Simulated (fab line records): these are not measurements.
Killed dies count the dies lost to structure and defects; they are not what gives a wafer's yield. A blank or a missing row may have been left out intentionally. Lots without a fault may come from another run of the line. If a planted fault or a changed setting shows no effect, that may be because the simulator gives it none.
Matching of chambers | flow n5_finfet | 4 sister chambers for N5_BEOL_M11_VIA_ETCH_34 on rie_diel-02
The step etches SiCOH lowk in C4F6/O2, target depth 184.5 nm, time 69.2 s. 7 wafers are shown with their chamber, then 7 later ones without.

## WAFERS PAIRED WITH THEIR CHAMBERS
wafer  | chamber | rf_vpp_V (V) | showerhead_plenum_p_Torr (Torr)
L083.3 | 0       | 683          | 2.77
L083.5 | 0       | 684          | 2.77
L083.6 | 1       | 685          | 2.98
L084.3 | 2       | 638          | 2.85
L084.6 | 3       | 620          | 2.80
L087.1 | 2       | 640          | 2.85
L087.4 | 3       | 620          | 2.79

## WAFERS WITHOUT THEIR CHAMBER
wafer  | rf_vpp_V (V) | showerhead_plenum_p_Torr (Torr)
L087.6 | 620          | 2.79
L090.2 | 683          | 2.76
L090.5 | 684          | 2.76
L090.6 | 684          | 2.98
L097.1 | 619          | 2.79
L097.2 | 686          | 2.97
L097.6 | 620          | 2.78

## WHICH CHAMBER EACH ONE RAN IN
wafer  | from the rows above | in truth
L087.6 | 3                   | 3
L090.2 | 0                   | 0
L090.5 | 0                   | 0
L090.6 | 1                   | 1
L097.1 | 3                   | 3
L097.2 | 1                   | 1
L097.6 | 3                   | 3
Correctly placed: 7 of 7. Not placeable from these rows: 0. Placed wrongly: 0.
How it was worked out, from the rows above alone: a wafer's distance from a chamber is the root of the sum, over the readings, of the square of ((its reading less the chamber's mean) divided by the reading's scatter). The wafer belongs to the nearest chamber; if the next one is less than 2 further off, it can't be placed. A chamber's mean is the mean of its shown wafers. The scatter: take each reading less its chamber's mean, square it, sum over the shown wafers, divide by the number of wafers less the number of chambers, and take the root.
